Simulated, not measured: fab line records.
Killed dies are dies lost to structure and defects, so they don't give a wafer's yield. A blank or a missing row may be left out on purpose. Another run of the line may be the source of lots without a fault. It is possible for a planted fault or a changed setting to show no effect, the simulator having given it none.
fab line records	flow n5_finfet
record: lots: 5	wafers: 13	last_day: 18
route steps=1938 shown BEOL_M1@829 BEOL_M2@841 BEOL_M4@1111 PASSIVATION@1936
lots that met no fault: from a run of the same line without faults
start_h: hours from the record's opening day to when the first of the lot's shown wafers began	wait_h: time in hours since the lot's previous step	" identical to the entry in the row above	L1.1+2: one row covering several wafers at once	- no value present, or no start provided	* or withheld: withheld	< > ~ a bound
route shown NAME@n: names a module that has steps shown in the file, with the first one's number in the route	usual: average and standard deviation across the fault-free wafers	same: alike in all rows	chamber/n: place in a boat	sites: per-site readings	_std_site: the standard deviation of these	_edge_site: inner sites' mean taken away from outer sites' mean	radius_mm: for every site, how far away it sits from the centre of the wafer	mask NAME#n: copy n	behind: the most recent tool/chamber to have shaped the wafer	hold: why the lot was held/for how many hours/how that ended	device: whichever transistor did not switch (one of n, p or np)	end of line: tests of these same wafers at the route's end	a step given without rows: its recipe and nothing more	killed: at the first sort, the dies lost to defects and structure; wafer yield is something else	map: a wafer's dies, x killed, . not, _ none there
set.NAME: the run value of the setting; set.NAME@STEP: its run value at that earlier step	model.NAME: the simulator's own value behind a step, which no gauge read
certain route steps with their lots: each step a table, each wafer a row
services: when a tool's chamber went out of use (start_h, in hours from the record's first day, below 0 if earlier), for how many hours, and the reason
== steps ==
step: N5_BEOL_M1_ANNEAL_95
recipe: temp_c: 400	time_s: 240	ambient: vacuum
step: N5_BEOL_M1_SPUTTER_96
recipe: material: Cu	target_thk_a: 45	temp_c: -20	chamber_pressure_pa: 0.07	power_w: withheld	time_s: 8.29
step: N5_BEOL_M1_ECD_50
recipe: material: Cu	target_thk_a: 3000
step: N5_BEOL_M1_ANNEAL_51
recipe: temp_c: 225	time_s: 90	ambient: N2
step: N5_BEOL_M1_CMP_52
recipe: stop_on: SiOC	t_overpolish_s: 6.8	down_force_psi: 1	platen_rpm: 50	clearing_platen_down_force_psi: 1.5	clearing_platen_rpm: 50	post_cmp_clean: cu_alkaline	target_thk_nm: 40	clearing_platen_pad_velocity_m_s: 0.99484	pad_velocity_m_s: 0.99484
step: N5_BEOL_M1_PRE_CLEAN_60
recipe: gas: NH3/H2	time_s: 15	temp_c: *	rf_power_w: 300
step: N5_BEOL_M1_CO_CAP_55
recipe: material: Co	target_thk_a: 20	temp_c: 200	precursor: CCTBA/H2	pressure_torr: 30	time_s: 102.1
step: N5_BEOL_M1_PRE_CLEAN_56
recipe: gas: NH3	time_s: 15	temp_c: withheld	rf_power_w: 300
step: N5_BEOL_M1_DEP_57
recipe: material: SiCN	target_thk_a: 80	temp_c: withheld	precursor: 3MS/NH3	pressure_torr: 3	rf_w: 202	time_s: 14
step: N5_BEOL_M2_ILD_DEP_00
recipe: material: SiOC	target_thk_a: 790	temp_c: 350	precursor: DEMS/O2	pressure_torr: 5	rf_w: 500	time_s: 15.3
usual: heater_power_w: 489/76	showerhead_plenum_p_Torr: 5.686/0.015	throttle_valve_pct: 11.7/0.53
lot.wafer	tool	chamber	start_h	wait_h	heater_power_w	showerhead_plenum_p_Torr	throttle_valve_pct	model.SiOC_of_BEOL_M2_ILD_DEP_00.thk_nm
L338.2	pecvd-03	1	142.11	0.0	489	5.674	11.7	78.8
L338.3	"	0	"	"	593	5.676	11.6	78
L338.5	"	0	"	"	591	5.682	11.6	79.2
L350.1	pecvd-03	1	211.83	0.0	469	5.677	11.7	88.2
L350.4	"	2	"	"	611	5.692	11.8	77.8
L350.6	"	0	"	"	582	5.673	12.0	79.2
L352.1	pecvd-03	0	229.72	0.0	549	5.675	11.9	89
L352.5	"	1	"	"	457	5.689	11.4	89.2
L357.3	pecvd-03	1	256.72	0.0	492	5.690	11.8	77.6
L357.5	"	2	"	"	618	5.706	11.7	88.2
L359.3	pecvd-02	1	272.06	0.1	462	5.698	12.5	80.6
L359.4	"	0	"	"	479	5.708	11.7	78.8
L359.5	"	1	"	"	479	5.702	12.3	80
step: N5_BEOL_M2_THK_MEAS_01
recipe: reads: SiOC_of_BEOL_M2_ILD_DEP_00
usual: M2_ILD_THK: 78.6/1.1
lot.wafer	tool	chamber	start_h	wait_h	M2_ILD_THK[nm]
L338.2	film_metro-01	-	142.18	0.1	78.8
L338.3	"	-	"	"	77.9
L338.5	"	-	"	"	79.1
L350.1	film_metro-01	-	211.90	0.0	88.3
L350.4	"	-	"	"	77.9
L350.6	"	-	"	"	79.2
L352.1	film_metro-02	-	229.78	0.0	89.0
L352.5	"	-	"	"	89.0
L357.3	film_metro-01	-	256.79	0.1	77.7
L357.5	"	-	"	"	88.3
L359.3	film_metro-01	-	272.13	0.1	80.6
L359.4	"	-	"	"	78.7
L359.5	"	-	"	"	80.0
step: N5_BEOL_M2_PECVD_72
recipe: material: SiO2	target_thk_a: 160	temp_c: 400	precursor: TEOS/O2	pressure_torr: 5.5	rf_w: 450	teos_flow_sccm: 53.8	gas: O2	flow_sccm: 3000	time_s: 18
step: N5_BEOL_M2_HM_DEP_02
recipe: material: TiN	target_thk_a: 200	temp_c: 25	chamber_pressure_pa: 0.49996
step: N5_BEOL_M2_COAT_61
recipe: resist: SOC	temp_c: 250	time_s: 60	spin_rpm: 1500	resist_thk_nm: 60
step: N5_BEOL_M2_COAT_62
recipe: resist: SiARC	temp_c: 220	time_s: 60	spin_rpm: 1500	resist_thk_nm: 12
step: N5_BEOL_M2_COAT_73
recipe: resist: underlayer	temp_c: 205	time_s: 60	spin_rpm: 1500	resist_thk_nm: 5
step: N5_BEOL_M2_COAT_05
recipe: resist: CAR-EUV	spin_rpm: 1500	resist_thk_nm: 30
step: N5_BEOL_M2_EBR_07
recipe: solvent: PGMEA	ebr_width_mm: 1.5
step: N5_BEOL_M2_SOFTBAKE_06
recipe: temp_c: 110	time_s: 60	resist: CAR-EUV
step: N5_BEOL_M2_EXPOSE_08
recipe: mask_id: M2	na: 0.33	source_shape: dipole	sigma_inner: 0.369	sigma_outer: 0.767	polarization: unpolarized	dose_mj: 41.25
step: N5_BEOL_M2_PEB_09
recipe: peb_temp_c: 100	peb_time_s: 60	resist: CAR-EUV
step: N5_BEOL_M2_DEVELOP_10
recipe: develop_time_s: 30	developer: TMAH	resist: CAR-EUV	rinse_liquid: surfactant_rinse	dry: air_spin	dev_temp_c: 23
step: N5_BEOL_M2_DESCUM_16
recipe: chemistry: O2	time_s: 7	source_power_w: 50	bias_power_w: 20	pressure_mtorr: 20	rf_frequency_hz: 2.712e+07	temp_c: 40	resist: CAR-EUV	o2_flow_sccm: 225
step: N5_BEOL_M2_ETCH_74
recipe: chemistry: N2/H2	target: underlayer	target_depth_a: 65	mask_material: CAR-EUV	time_s: 5.2	ion_energy_ev: 200	pressure_mtorr: 30	source_w: 840	bias_w: 150	n2_flow_sccm: 200	h2_flow_sccm: 200	ends: cleared
step: N5_BEOL_M2_ETCH_63
recipe: chemistry: CF4	target: SiARC	target_depth_a: 156	mask_material: CAR-EUV	time_s: 26	ion_energy_ev: 80	pressure_mtorr: 40	source_w: 545	bias_w: 36	Ar_flow_sccm: 100	cf4_flow_sccm: 100	ends: cleared
step: N5_BEOL_M2_ETCH_64
recipe: chemistry: N2/H2	target: SOC	target_depth_a: 750	overetch_a: 225	mask_material: SiARC	temp_c: 40	time_s: 121.9	ion_energy_ev: 200	pressure_mtorr: 30	source_w: 840	bias_w: 150	n2_flow_sccm: 200	h2_flow_sccm: 200
step: N5_BEOL_M2_STRIP_65
recipe: chemistry: N2/H2	temp_c: 40	n2_flow_sccm: 200	h2_flow_sccm: 200	rf_frequency_hz: 6e+07
step: N5_BEOL_M2_STRIP_75
recipe: chemistry: N2/H2	temp_c: 40	n2_flow_sccm: 200	h2_flow_sccm: 200	rf_frequency_hz: 6e+07
step: N5_BEOL_M2_STRIP_66
recipe: chemistry: CF4	resist: SiARC	power_w: 300	bias_power_w: 75	pressure_mtorr: 50	cf4_flow_sccm: 150	rf_frequency_hz: 6e+07
step: N5_BEOL_M2_HM_OPEN_17
recipe: chemistry: Cl2/BCl3	target_depth_a: 200	overetch_a: 60	target: TiN	mask_material: SOC	ion_energy_ev: 150	pressure_mtorr: 10	icp_w: 1000	bias_w: 126	Cl2_flow_sccm: 53.25	bcl3_flow_sccm: 21.75	Ar_flow_sccm: 25
step: N5_BEOL_M2_STRIP_19
recipe: chemistry: O2	power_w: 400	temp_c: 40	pressure_mtorr: 30	rf_frequency_hz: 6e+07	bias_power_w: 0	overash_fraction: 0.2	o2_flow_sccm: 225
step: N5_BEOL_M2_COAT_67
recipe: resist: SOC	temp_c: 250	time_s: 60	spin_rpm: 1500	resist_thk_nm: 60
step: N5_BEOL_M2_COAT_68
recipe: resist: SiARC	temp_c: 220	time_s: 60	spin_rpm: 1500	resist_thk_nm: 12
step: N5_BEOL_M2_COAT_76
recipe: resist: underlayer	temp_c: 205	time_s: 60	spin_rpm: 1500	resist_thk_nm: 5
step: N5_BEOL_M2_COAT_22
recipe: resist: CAR-EUV	spin_rpm: 1500	resist_thk_nm: 30
step: N5_BEOL_M2_CMP_52
recipe: stop_on: SiOC	t_overpolish_s: 6.8	down_force_psi: 1	platen_rpm: 50	clearing_platen_down_force_psi: 1.5	clearing_platen_rpm: 50	post_cmp_clean: cu_alkaline	target_thk_nm: 40	clearing_platen_pad_velocity_m_s: 0.99484	pad_velocity_m_s: 0.99484
usual: head_pressure_psi: 1.0000/0.0021	motor_current_A: 5.9/0.53
lot.wafer	tool	chamber	start_h	wait_h	head_pressure_psi	motor_current_A	model.SiOC_of_BEOL_M2_ILD_DEP_00.thk_nm
L338.3	cmp-02	0	149.48	0.3	0.9976	5.2	75
L338.2	"	1	"	"	1.0009	6.1	75.8
L338.5	"	0	"	"	1.0040	5.2	76.2
L350.1	cmp-02	0	224.16	0.8	1.0034	5.3	85.2
L350.4	"	2	"	"	0.9965	6.1	74.8
L350.6	"	3	"	"	1.0027	5.2	76.2
L352.1	cmp-02	1	238.35	0.3	1.0007	5.9	86
L352.5	"	3	"	"	1.0001	5.1	86.2
L357.3	cmp-01	3	264.88	0.2	0.9991	5.8	74.6
L357.5	"	2	"	"	1.0018	5.2	85.2
L359.3	cmp-01	2	283.53	0.2	0.9995	5.5	77.6
L359.4	"	0	"	"	0.9988	6.4	75.8
L359.5	"	3	"	"	1.0034	5.7	77
step: N5_BEOL_M4_RC_MEAS_101
usual: DIBL_N: 36.0/1.7	DIBL_P: 36.0/2	IOFF_N: 0.156/0.028	IOFF_P: 0.21/0.04	ION_N: 673/12	ION_P: 463/8.3	SS_N: 71.4/0.6	SS_P: 73.3/0.66	VT_N: 250/3	VT_P: -250/3.8
lot.wafer	tool	chamber	start_h	wait_h	DIBL_N[mV/V]	DIBL_P[mV/V]	IOFF_N[nA/um]	IOFF_P[nA/um]	ION_N[uA/um]	ION_P[uA/um]	SS_N[mV/dec]	SS_P[mV/dec]	VT_N[mV]	VT_P[mV]
L338.2	prober-02	0	169.46	0.2	32.8	32.6	0.114	0.14	664	451	71.0	71.6	255	-259
L338.3	"	0	"	"	34.9	35.6	0.151	0.18	692	466	71.0	73.7	250	-253
L338.5	"	0	"	"	33.6	35.5	0.134	0.17	675	458	70.9	73.3	252	-254
L350.1	prober-01	0	244.96	0.0	36.6	36.7	0.176	0.22	683	466	71.8	72.6	246	-251
L350.4	"	0	"	"	35.9	35.5	0.157	0.21	675	461	70.7	72.9	250	-250
L350.6	"	0	"	"	35.3	34.6	0.143	0.19	662	451	71.7	72.9	252	-252
L352.1	prober-02	0	262.81	0.0	39.2	41.1	0.209	0.28	674	460	71.7	74.3	248	-247
L352.5	"	0	"	"	41.7	44.8	0.276	0.36	692	469	72.7	75.1	244	-243
L357.3	prober-02	0	296.93	0.3	34.2	33.8	0.136	0.19	672	468	70.3	72.6	250	-249
L357.5	"	0	"	"	34.1	34.9	0.133	0.20	667	469	70.3	73.2	250	-247
L359.3	prober-02	0	312.89	0.3	37.0	38.0	0.186	0.23	682	463	71.3	73.9	247	-249
L359.4	"	0	"	"	38.8	40.0	0.218	0.26	711	480	72.0	74.3	244	-247
L359.5	"	0	"	"	36.3	37.7	0.167	0.21	698	474	71.3	73.4	250	-252
step: N5_PASSIVATION_PROBE_49
usual: defect_limited_yield: 91.6/1.6	killed_at_M0_to_M3: 31/10	killed_at_M4_up: 14/6.3	killed_at_contacts: 12/6.1	killed_at_front_end: 39/12	killed_at_other: 3.7/2.8	killed_dies: 100/19	killed_open: 66/14	killed_short: 33/8.1	sort_bin_4_leakage: 0.00/0.014	sort_bin_5_function: 5.0/1.1	sort_bin_6_memory: 3.2/0.66	sort_n_pass: 1080/18	sort_yield_pct: 91.6/1.6
same: gross_dies: 1180	killed_at_back_side: 0	sort_bin_8_speed[%]: 0
lot.wafer	tool	chamber	start_h	wait_h	defect_limited_yield[%]	killed_at_M0_to_M3	killed_at_M4_up	killed_at_contacts	killed_at_front_end	killed_at_other	killed_dies	killed_open	killed_short	sort_bin_4_leakage[%]	sort_bin_5_function[%]	sort_bin_6_memory[%]	sort_n_pass	sort_yield_pct[%]
L338.2	prober-01	-	264.12	0.1	92.7	24	7	14	40	1	86	61	25	0	4.1	3.1	1094	92.7
L338.3	prober-01	-	264.17	0.1	91.4	34	7	11	47	2	101	71	29	0	4.8	3.5	1079	91.4
L338.5	prober-01	-	264.27	0.2	91.9	37	13	22	22	2	96	65	31	0	4.7	3.2	1084	91.9
L350.1	prober-02	-	347.30	0.0	90.5	49	20	15	25	3	112	74	37	0	5.6	3.7	1068	90.5
L350.4	prober-02	-	347.45	0.2	93.1	31	13	8	26	4	82	54	28	0	4.1	2.5	1098	93.1
L352.1	prober-01	-	376.87	0.0	92.1	31	16	9	32	5	93	64	28	0	4.8	2.7	1087	92.1
L352.5	prober-01	-	377.07	0.2	92.7	19	19	4	36	8	86	58	27	0.17	4.6	2.5	1092	92.5
L357.3	prober-02	-	406.48	0.1	93.2	17	19	18	20	6	80	57	22	0	3.8	2.4	1100	93.2
L357.5	prober-02	-	406.58	0.2	93.2	17	14	24	24	1	80	54	23	0	4.0	2.5	1100	93.2
L359.3	prober-02	-	420.03	0.1	91.9	20	11	11	51	3	96	67	28	0	5.0	2.7	1084	91.9
L359.4	prober-02	-	420.08	0.2	94.2	20	8	4	37	0	69	42	23	0	3.8	1.6	1111	94.2
L359.5	prober-02	-	420.13	0.2	89.9	40	11	8	56	4	119	93	24	0	5.6	4.2	1061	89.9
killed by level:class
L338.2 FIN_SAQP:geometric_particle:open=14 MOL_CONTACT_COAG:geometric_particle:open=13 DUMMY_GATE:geometric_particle:open=7 BEOL_M2:geometric_particle:open=6 BEOL_M3:geometric_particle:open=6 FIN_SAQP:geometric_particle:short=5 STI_FIN_REVEAL:geometric_particle:open=4 STARTING-WAFER:geometric_particle:short=3
L338.3 FIN_SAQP:geometric_particle:open=15 STI_FIN_REVEAL:geometric_particle:open=10 MOL_CONTACT_COAG:geometric_particle:open=8 BEOL_M1:geometric_particle:open=8 BEOL_M2:geometric_particle:open=8 BEOL_M3:geometric_particle:open=5 FIN_SAQP:geometric_particle:short=4 BEOL_M0_SAQP:geometric_particle:short=4
L338.5 MOL_CONTACT_COAG:geometric_particle:open=14 BEOL_M2:geometric_particle:open=10 MOL_CONTACT_COAG:geometric_particle:short=8 BEOL_M0_SAQP:geometric_particle:short=7 BEOL_M1:geometric_particle:open=6 BEOL_M3:geometric_particle:open=5 FIN_SAQP:geometric_particle:open=4 STI_FIN_REVEAL:geometric_particle:open=4
L350.1 MOL_CONTACT_COAG:geometric_particle:open=10 BEOL_M0_SAQP:geometric_particle:open=9 BEOL_M1:geometric_particle:open=9 BEOL_M1:geometric_particle:short=8 BEOL_M4:geometric_particle:open=8 BEOL_M2:geometric_particle:open=7 BEOL_M0_SAQP:geometric_particle:short=6 MOL_CONTACT_COAG:geometric_particle:short=5
L350.4 MOL_CONTACT_COAG:geometric_particle:open=8 BEOL_M0_SAQP:geometric_particle:short=8 ILD0:geometric_particle:open=6 BEOL_M0_SAQP:geometric_particle:open=6 BEOL_M4:geometric_particle:open=6 FIN_SAQP:geometric_particle:open=5 BEOL_M1:geometric_particle:open=5 BEOL_M1:geometric_particle:short=4
L352.1 BEOL_M3:geometric_particle:open=9 BEOL_M4:geometric_particle:open=9 STI_FIN_REVEAL:geometric_particle:open=8 MOL_CONTACT_COAG:geometric_particle:open=7 BEOL_M0_SAQP:geometric_particle:open=6 GATE_CUT:geometric_particle:short=5 BEOL_M2:geometric_particle:open=5 BEOL_M0_SAQP:geometric_particle:short=4
L352.5 BEOL_M4:geometric_particle:open=9 BEOL_M1:geometric_particle:open=6 FIN_SAQP:geometric_particle:short=5 FIN_SAQP:geometric_particle:open=5 STARTING-WAFER:geometric_particle:open=5 STI_FIN_REVEAL:geometric_particle:open=4 DUMMY_GATE:geometric_particle:open=4 GATE_CUT:geometric_particle:short=4
L357.3 MOL_CONTACT_COAG:geometric_particle:open=13 BEOL_M4:geometric_particle:open=7 STI_FIN_REVEAL:geometric_particle:open=6 DUMMY_GATE:geometric_particle:open=5 MOL_CONTACT_COAG:geometric_particle:short=5 BEOL_M1:geometric_particle:open=5 BEOL_M5:geometric_particle:open=5 BEOL_M0_SAQP:geometric_particle:open=3
L357.5 MOL_CONTACT_COAG:geometric_particle:open=21 BEOL_M4:geometric_particle:open=8 BEOL_M0_SAQP:geometric_particle:short=5 DUMMY_GATE:geometric_particle:open=4 BEOL_M0_SAQP:geometric_particle:open=4 FIN_SAQP:geometric_particle:short=3 ILD0:geometric_particle:short=3 MOL_CONTACT_COAG:geometric_particle:short=3
L359.3 STI_FIN_REVEAL:geometric_particle:open=11 FIN_SAQP:geometric_particle:open=10 MOL_CONTACT_COAG:geometric_particle:open=10 BEOL_M3:geometric_particle:open=8 GATE_CUT:geometric_particle:short=7 STI_FIN_REVEAL:geometric_particle:short=4 DUMMY_GATE:geometric_particle:open=4 ILD0:geometric_particle:short=4
L359.4 FIN_SAQP:geometric_particle:open=9 FIN_SAQP:geometric_particle:short=7 BEOL_M0_SAQP:geometric_particle:short=6 BEOL_M3:geometric_particle:open=6 STI_FIN_REVEAL:geometric_particle:open=4 MOL_CONTACT_COAG:geometric_particle:open=4 BEOL_M0:geometric_particle:open=4 GATE_CUT:geometric_particle:open=3
L359.5 BEOL_M3:geometric_particle:open=22 FIN_SAQP:geometric_particle:open=16 STI_FIN_REVEAL:geometric_particle:open=9 MOL_CONTACT_COAG:geometric_particle:open=8 DUMMY_GATE:geometric_particle:open=7 FIN_SAQP:geometric_particle:short=6 GATE_CUT:geometric_particle:short=6 GATE_CUT:geometric_particle:open=5
== services ==
tool	chamber	start_h	hours	kind
pecvd-03	1	123.29	2.1	scheduled_down
cmp-02	-	145.88	3.5	pm
cmp-02	-	179.48	2.3	repair
pecvd-03	0	188.27	5.0	repair
pecvd-02	2	191.46	2.1	scheduled_down
pecvd-03	0	202.08	2.1	scheduled_down
pecvd-02	-	206.05	3.1	repair
pecvd-02	2	215.16	-	clean
pecvd-02	2	215.16	-	consumable_replace:showerhead
pecvd-02	2	215.16	29.0	scheduled_down
pecvd-02	2	215.16	29.0	vent_cycle
pecvd-02	-	217.20	2.8	pm
cmp-01	-	221.34	4.7	pm
pecvd-03	-	230.62	5.5	pm
pecvd-02	1	235.00	3.7	repair
cmp-02	-	240.06	4.0	pm
cmp-02	-	244.06	-	consumable_replace:conditioner
cmp-02	-	244.06	-	consumable_replace:pad
pecvd-02	2	267.67	5.0	scheduled_down
== key ==
first_sign: step: N5_BEOL_M2_THK_MEAS_01	reading: M2_ILD_THK	direction: up	sigmas: 9.1	usual: 78.6	struck: 88.6
effect none on later readings
model_effect: step: N5_BEOL_M2_ILD_DEP_00	value: SiOC_of_BEOL_M2_ILD_DEP_00.thk_nm	without: 78.4	struck: 88.65
model_effect: step: N5_BEOL_M2_CMP_52	value: SiOC_of_BEOL_M2_ILD_DEP_00.thk_nm	without: 75.4	struck: 85.65
met_at N5_BEOL_M2_ILD_DEP_00
struck_wafers L350.1,L352.1,L352.5,L357.5
onset_between 142.11 211.83
fault: kind: process_parameter_drift	tool: pecvd-03	chamber: -	onset_h: 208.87	steps: N5_BEOL_M2_ILD_DEP_00	channel: time_s	offset: *	shape: step	end_h: 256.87	scope: struck_wafers_only	acts_in: *	stated: *
